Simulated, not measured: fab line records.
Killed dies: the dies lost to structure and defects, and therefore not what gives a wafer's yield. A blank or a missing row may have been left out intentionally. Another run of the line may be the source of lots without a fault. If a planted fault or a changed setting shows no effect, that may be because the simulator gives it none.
Which tool is to blame? ; flow n5_finfet ; 20 lots, 60 wafers sampled, at 6 steps of a route of 1938

== WHAT THE GAUGES SHOWED, per wafer ==
No reading from a measuring or inspecting step in the record can be judged against a usual standard deviation.

== EACH LOT AND THE TOOL THAT RAN IT (in order: tool; ch and the chambers of the sampled wafers; start) ==
lot;N5_BEOL_M3_STRIP_66;N5_BEOL_M3_ETCHBACK_99;N5_BEOL_M3_VIA_ETCH_34;N5_BEOL_M3_ANNEAL_91;N5_BEOL_M3_SPUTTER_94;N5_BEOL_M3_SPUTTER_96
L076;rie_diel-02 ch 1,2,3, day 7 08:17;rie_diel-01 ch 0,2,3, day 7 12:35;rie_diel-01 ch 0,2,3, day 7 12:43;pvd_sputter-01, day 7 15:31;pvd_sputter-01, day 7 15:53;pvd_sputter-01, day 7 16:06
L075;rie_diel-03 ch 0,1,2, day 7 13:54;rie_diel-02 ch 0,3, day 7 17:46;rie_diel-02 ch 0,3, day 7 17:55;pvd_sputter-02, day 7 20:38;pvd_sputter-02, day 7 21:00;pvd_sputter-02, day 7 21:13
L077;rie_diel-03 ch 0,1,2, day 7 20:14;rie_diel-01 ch 0,3, day 8 01:55;rie_diel-01 ch 0,3, day 8 02:02;pvd_sputter-02, day 8 04:37;pvd_sputter-02, day 8 04:59;pvd_sputter-02, day 8 05:12
L078;rie_diel-03 ch 2,3, day 8 06:34;rie_diel-01 ch 0,2,3, day 8 10:10;rie_diel-01 ch 0,2,3, day 8 10:17;pvd_sputter-03, day 8 13:12;pvd_sputter-03, day 8 13:34;pvd_sputter-03, day 8 13:47
L079;rie_diel-01 ch 0,2, day 8 12:39;rie_diel-03 ch 1,2, day 8 21:46;rie_diel-03 ch 1,2, day 8 21:54;pvd_sputter-03, day 9 00:13;pvd_sputter-03, day 9 00:35;pvd_sputter-03, day 9 00:48
L080;rie_diel-01 ch 0,3, day 8 17:02;rie_diel-01 ch 0,2,3, day 8 21:53;rie_diel-01 ch 0,2,3, day 8 22:01;pvd_sputter-03, day 9 02:06;pvd_sputter-03, day 9 02:28;pvd_sputter-03, day 9 02:41
L081;rie_diel-02 ch 1,2, day 8 17:05;rie_diel-02 ch 1,2,3, day 8 21:46;rie_diel-02 ch 1,2,3, day 8 21:54;pvd_sputter-02, day 9 00:22;pvd_sputter-02, day 9 00:43;pvd_sputter-02, day 9 00:56
L083;rie_diel-02 ch 1,2, day 9 11:36;rie_diel-03 ch 1,2,3, day 10 00:59;rie_diel-03 ch 1,2,3, day 10 01:07;pvd_sputter-01, day 10 03:57;pvd_sputter-01, day 10 04:19;pvd_sputter-01, day 10 04:32
L082;rie_diel-03 ch 0,1,3, day 9 11:39;rie_diel-02 ch 1,2,3, day 9 20:43;rie_diel-02 ch 1,2,3, day 9 20:51;pvd_sputter-02, day 9 23:37;pvd_sputter-02, day 9 23:58;pvd_sputter-02, day 10 00:11
L084;rie_diel-02 ch 1,3, day 9 12:03;rie_diel-02 ch 2,3, day 10 00:57;rie_diel-02 ch 2,3, day 10 01:05;pvd_sputter-02, day 10 03:33;pvd_sputter-02, day 10 03:55;pvd_sputter-02, day 10 04:08
L085;rie_diel-03 ch 0,1, day 9 17:10;rie_diel-03 ch 2,3, day 10 04:01;rie_diel-03 ch 2,3, day 10 04:10;pvd_sputter-01, day 10 06:32;pvd_sputter-01, day 10 06:53;pvd_sputter-01, day 10 07:07
L086;rie_diel-03 ch 0,1,2, day 10 04:56;rie_diel-02 ch 0,1,2, day 10 07:22;rie_diel-02 ch 0,1,2, day 10 07:31;pvd_sputter-03, day 10 09:52;pvd_sputter-03, day 10 10:13;pvd_sputter-03, day 10 10:26
L087;rie_diel-03 ch 0,1,3, day 10 11:50;rie_diel-01 ch 0,1,2, day 10 14:38;rie_diel-01 ch 0,1,2, day 10 14:46;pvd_sputter-01, day 10 17:53;pvd_sputter-01, day 10 18:15;pvd_sputter-01, day 10 18:28
L088;rie_diel-01 ch 0,2, day 10 16:09;rie_diel-03 ch 0,3, day 10 18:56;rie_diel-03 ch 0,3, day 10 19:05;pvd_sputter-03, day 10 21:42;pvd_sputter-03, day 10 22:04;pvd_sputter-03, day 10 22:17
L091;rie_diel-02 ch 0,1,3, day 11 02:54;rie_diel-01 ch 0,1,2, day 11 06:10;rie_diel-01 ch 0,1,2, day 11 06:18;pvd_sputter-03, day 11 08:51;pvd_sputter-03, day 11 09:13;pvd_sputter-03, day 11 09:26
L093;rie_diel-01 ch 0,1,2, day 12 02:05;rie_diel-01 ch 1,2, day 12 04:40;rie_diel-01 ch 1,2, day 12 04:49;pvd_sputter-03, day 12 07:15;pvd_sputter-03, day 12 07:37;pvd_sputter-03, day 12 07:50
L092;rie_diel-03 ch 0,3, day 12 03:14;rie_diel-01 ch 0,2, day 12 05:16;rie_diel-01 ch 0,2, day 12 05:24;pvd_sputter-01, day 12 09:32;pvd_sputter-01, day 12 09:53;pvd_sputter-01, day 12 10:07
L095;rie_diel-02 ch 0,2,3, day 12 10:49;rie_diel-02 ch 0,1,2, day 12 12:20;rie_diel-02 ch 0,1,2, day 12 12:28;pvd_sputter-01, day 12 15:58;pvd_sputter-01, day 12 16:20;pvd_sputter-01, day 12 16:33
L094;rie_diel-01 ch 0,1,2, day 12 16:05;rie_diel-02 ch 0,2, day 12 17:22;rie_diel-02 ch 0,2, day 12 17:31;pvd_sputter-02, day 12 19:52;pvd_sputter-02, day 12 20:13;pvd_sputter-02, day 12 20:26
L097;rie_diel-03 ch 0,1,3, day 12 18:31;rie_diel-03 ch 2,3, day 12 19:34;rie_diel-03 ch 2,3, day 12 19:42;pvd_sputter-02, day 12 22:07;pvd_sputter-02, day 12 22:28;pvd_sputter-02, day 12 22:41
- N5_BEOL_M3_STRIP_66: strips in CF4.
- N5_BEOL_M3_ETCHBACK_99: etches SiO2 in CHF3, target depth 5 nm, time 10.4 s.
- N5_BEOL_M3_VIA_ETCH_34: etches the open film in C4F6/O2, target depth 69.4 nm, time 65.9 s.
- N5_BEOL_M3_ANNEAL_91: time 240 s.
- N5_BEOL_M3_SPUTTER_94: material Cu, target thk 4.5 nm, time 8.29 s.
- N5_BEOL_M3_SPUTTER_96: material Cu, target thk 4.5 nm, time 8.29 s.

== AS READ BY THE TOOLS THEMSELVES (means over the sampled wafers that have a number; for cases with no such wafer, the mark the record gives instead) ==
N5_BEOL_M3_STRIP_66.
lot;tool;cf4_flow_sccm (sccm);drypump_motor_current_A (A);oes_product_au (a.u.);rf_fwd_power_W (W);rf_vpp_V (V);showerhead_plenum_p_Torr (Torr);throttle_valve_pct (%)
L076;rie_diel-02;149.8;5.8;0.72;292.8;271.5;1.79;13.88
L075;rie_diel-03;150.7;6.1;0.74;292.1;271.7;1.82;13.67
L077;rie_diel-03;150.3;6.1;0.74;292.4;271.1;1.82;13.68
L078;rie_diel-03;149.8;6.5;0.78;292.6;272.2;1.83;13.54
L079;rie_diel-01;150.2;5.2;0.77;293.3;272.2;1.85;13.63
L080;rie_diel-01;150.6;5.5;0.71;292.1;271.3;1.84;13.67
L081;rie_diel-02;149.6;5.9;0.73;291.4;271.7;1.82;13.82
L083;rie_diel-02;149.5;5.8;0.72;293.1;270.6;1.78;13.93
L082;rie_diel-03;149.7;6.1;0.78;292.1;272.1;1.84;13.57
L084;rie_diel-02;150.1;5.7;0.69;293.1;269.6;1.75;14.03
L085;rie_diel-03;149.8;5.8;0.73;293.3;271.7;1.81;13.77
L086;rie_diel-03;150.1;6.1;0.72;292.2;272.6;1.82;13.72
L087;rie_diel-03;149.4;6.1;0.78;291.6;272.3;1.84;13.59
L088;rie_diel-01;150.1;5.3;0.79;293.4;271.7;1.82;13.68
L091;rie_diel-02;150.4;5.8;0.77;292.8;270.2;1.77;13.74
L093;rie_diel-01;150.6;5.4;0.80;293.4;272.1;1.80;13.48
L092;rie_diel-03;150.0;6.3;0.78;291.4;272.7;1.87;13.50
L095;rie_diel-02;150.2;5.9;0.75;292.0;271.8;1.81;13.67
L094;rie_diel-01;150.1;5.4;0.80;292.3;270.9;1.80;13.48
L097;rie_diel-03;150.4;6.1;0.76;292.7;272.7;1.83;13.63

N5_BEOL_M3_ETCHBACK_99.
lot;tool;drypump_motor_current_A (A);oes_f_703_au (a.u.);oes_product_au (a.u.);rf_fwd_power_W (W);rf_vpp_V (V);showerhead_plenum_p_Torr (Torr);throttle_valve_pct (%)
L076;rie_diel-01;5.6;0.77;0.77;211.6;240;2.17;17.11
L075;rie_diel-02;5.9;0.69;0.70;213.0;252;2.16;17.27
L077;rie_diel-01;6.0;0.71;0.70;212.7;237;2.15;17.11
L078;rie_diel-01;5.6;0.77;0.76;213.1;241;2.17;17.12
L079;rie_diel-03;5.9;0.73;0.72;211.7;239;2.13;17.22
L080;rie_diel-01;5.6;0.77;0.76;211.9;240;2.17;17.13
L081;rie_diel-02;5.8;0.71;0.72;212.5;240;2.14;17.36
L083;rie_diel-03;6.2;0.77;0.77;212.0;240;2.18;17.08
L082;rie_diel-02;5.8;0.71;0.71;213.1;240;2.14;17.38
L084;rie_diel-02;5.9;0.71;0.72;212.3;243;2.19;17.32
L085;rie_diel-03;6.5;0.77;0.77;211.9;243;2.19;16.99
L086;rie_diel-02;5.9;0.81;0.81;212.4;239;2.16;17.09
L087;rie_diel-01;5.4;0.86;0.84;212.6;234;2.16;16.94
L088;rie_diel-03;6.3;0.77;0.77;213.7;237;2.24;16.90
L091;rie_diel-01;5.4;0.85;0.83;212.6;235;2.16;16.95
L093;rie_diel-01;5.5;0.87;0.85;211.9;238;2.14;17.01
L092;rie_diel-01;5.2;0.76;0.75;211.8;238;2.21;17.15
L095;rie_diel-02;5.9;0.78;0.78;212.5;239;2.15;17.12
L094;rie_diel-02;5.9;0.85;0.86;213.6;248;2.19;16.86
L097;rie_diel-03;6.5;0.79;0.80;212.9;243;2.23;16.97

N5_BEOL_M3_VIA_ETCH_34.
lot;tool;drypump_motor_current_A (A);oes_f_703_au (a.u.);oes_product_au (a.u.);rf_fwd_power_W (W);rf_vpp_V (V);showerhead_plenum_p_Torr (Torr);throttle_valve_pct (%)
L076;rie_diel-01;5.6;0.78;0.77;347.0;665;2.87;30.8
L075;rie_diel-02;5.9;0.70;0.70;347.1;696;2.85;30.9
L077;rie_diel-01;5.9;0.71;0.70;346.6;656;2.84;30.7
L078;rie_diel-01;5.6;0.77;0.77;347.4;664;2.87;30.8
L079;rie_diel-03;5.9;0.73;0.72;346.6;660;2.82;30.9
L080;rie_diel-01;5.6;0.77;0.76;346.6;664;2.87;30.8
L081;rie_diel-02;5.8;0.72;0.72;348.1;663;2.83;31.1
L083;rie_diel-03;6.2;0.77;0.77;347.8;666;2.88;30.7
L082;rie_diel-02;5.8;0.70;0.71;347.9;663;2.82;31.1
L084;rie_diel-02;5.9;0.71;0.72;347.3;672;2.90;31.2
L085;rie_diel-03;6.5;0.78;0.77;347.0;674;2.88;30.6
L086;rie_diel-02;5.9;0.82;0.81;347.5;664;2.85;30.7
L087;rie_diel-01;5.4;0.86;0.84;347.9;650;2.86;30.6
L088;rie_diel-03;6.3;0.78;0.77;347.6;654;2.96;30.4
L091;rie_diel-01;5.4;0.86;0.82;347.4;650;2.86;30.6
L093;rie_diel-01;5.5;0.88;0.86;347.4;662;2.82;30.7
L092;rie_diel-01;5.2;0.77;0.75;347.0;660;2.91;30.8
L095;rie_diel-02;5.9;0.79;0.78;347.2;664;2.84;30.8
L094;rie_diel-02;6.0;0.86;0.86;347.3;684;2.89;30.4
L097;rie_diel-03;6.5;0.80;0.80;347.8;671;2.94;30.6

N5_BEOL_M3_ANNEAL_91.
lot;tool;heater_power_w (W);susceptor_temp_C (C);susceptor_temp_C_max
L076;pvd_sputter-01;819;400.03;401.1
L075;pvd_sputter-02;657;399.96;400.7
L077;pvd_sputter-02;807;399.87;400.7
L078;pvd_sputter-03;912;400.05;400.8
L079;pvd_sputter-03;936;400.16;401.1
L080;pvd_sputter-03;802;400.00;400.7
L081;pvd_sputter-02;771;400.07;400.9
L083;pvd_sputter-01;806;399.95;400.9
L082;pvd_sputter-02;792;400.14;400.9
L084;pvd_sputter-02;1023;400.07;400.9
L085;pvd_sputter-01;818;399.81;400.7
L086;pvd_sputter-03;855;400.02;400.7
L087;pvd_sputter-01;865;400.23;401.4
L088;pvd_sputter-03;751;399.92;400.7
L091;pvd_sputter-03;864;400.44;401.4
L093;pvd_sputter-03;879;399.77;400.7
L092;pvd_sputter-01;802;399.89;400.6
L095;pvd_sputter-01;842;400.06;401.3
L094;pvd_sputter-02;863;399.83;400.6
L097;pvd_sputter-02;803;399.83;400.6

N5_BEOL_M3_SPUTTER_94.
lot;tool;chuck_sensor_temp_C (C);susceptor_temp_C (C);throttle_valve_pct (%)
L076;pvd_sputter-01;-15.8;-19.99;29.7
L075;pvd_sputter-02;-16.3;-20.18;32.1
L077;pvd_sputter-02;-16.3;-19.97;31.9
L078;pvd_sputter-03;-15.9;-20.04;28.9
L079;pvd_sputter-03;-15.7;-20.13;30.0
L080;pvd_sputter-03;-16.0;-20.05;28.9
L081;pvd_sputter-02;-16.1;-19.93;31.8
L083;pvd_sputter-01;-16.1;-20.01;29.9
L082;pvd_sputter-02;-16.0;-20.06;32.0
L084;pvd_sputter-02;-16.1;-20.01;30.9
L085;pvd_sputter-01;-15.9;-19.85;29.8
L086;pvd_sputter-03;-16.1;-20.08;29.7
L087;pvd_sputter-01;-15.7;-19.91;29.9
L088;pvd_sputter-03;-15.7;-20.02;31.1
L091;pvd_sputter-03;-15.7;-20.07;30.9
L093;pvd_sputter-03;-15.6;-20.06;31.0
L092;pvd_sputter-01;-15.8;-19.99;30.7
L095;pvd_sputter-01;-15.5;-19.96;29.7
L094;pvd_sputter-02;-16.1;-20.03;31.3
L097;pvd_sputter-02;-16.4;-20.03;31.7

N5_BEOL_M3_SPUTTER_96.
lot;tool;chuck_sensor_temp_C (C);susceptor_temp_C (C);throttle_valve_pct (%)
L076;pvd_sputter-01;-15.9;-19.97;29.8
L075;pvd_sputter-02;-16.3;-20.01;32.0
L077;pvd_sputter-02;-16.3;-19.88;31.7
L078;pvd_sputter-03;-15.9;-20.08;28.8
L079;pvd_sputter-03;-15.8;-20.04;30.0
L080;pvd_sputter-03;-16.0;-20.02;28.9
L081;pvd_sputter-02;-15.9;-19.98;31.8
L083;pvd_sputter-01;-16.0;-20.05;29.9
L082;pvd_sputter-02;-16.0;-20.05;31.7
L084;pvd_sputter-02;-16.1;-19.97;30.8
L085;pvd_sputter-01;-15.9;-19.97;29.7
L086;pvd_sputter-03;-15.9;-20.05;30.0
L087;pvd_sputter-01;-15.9;-19.94;29.6
L088;pvd_sputter-03;-15.8;-20.06;31.1
L091;pvd_sputter-03;-15.7;-20.04;31.2
L093;pvd_sputter-03;-15.7;-19.96;31.0
L092;pvd_sputter-01;-15.8;-19.88;30.7
L095;pvd_sputter-01;-15.7;-19.91;29.7
L094;pvd_sputter-02;-15.9;-19.93;31.2
L097;pvd_sputter-02;-16.5;-19.91;31.7

== THE ANSWER, worked out from the rows above alone ==
Rule: the lots themselves supply what counts as usual. Put in order of their means at a reading, lots are off if they are a third of the lots or fewer, leave a main group of 4 or more, and stand apart from it by a gap of 3 or more times the standard deviation of the main group's means; of several such gaps the widest counts. The tables above print the reading to a certain number of digits; a main group whose means all agree to those digits is not used. A lot without any number at a reading at which 4 lots or more have one is off too. All remaining lots with rows at the step are treated as sound. After the gauges, taken in route order, come the tools' own readings; for these a lot's mean is taken, as printed above. At the first step where some lot is off, the reading lying furthest off is the one used; lots without a number count as furthest.
Nothing can be told from this: no lot is off at any reading shown.

== WHAT THE SIMULATOR HAD PUT IN ==
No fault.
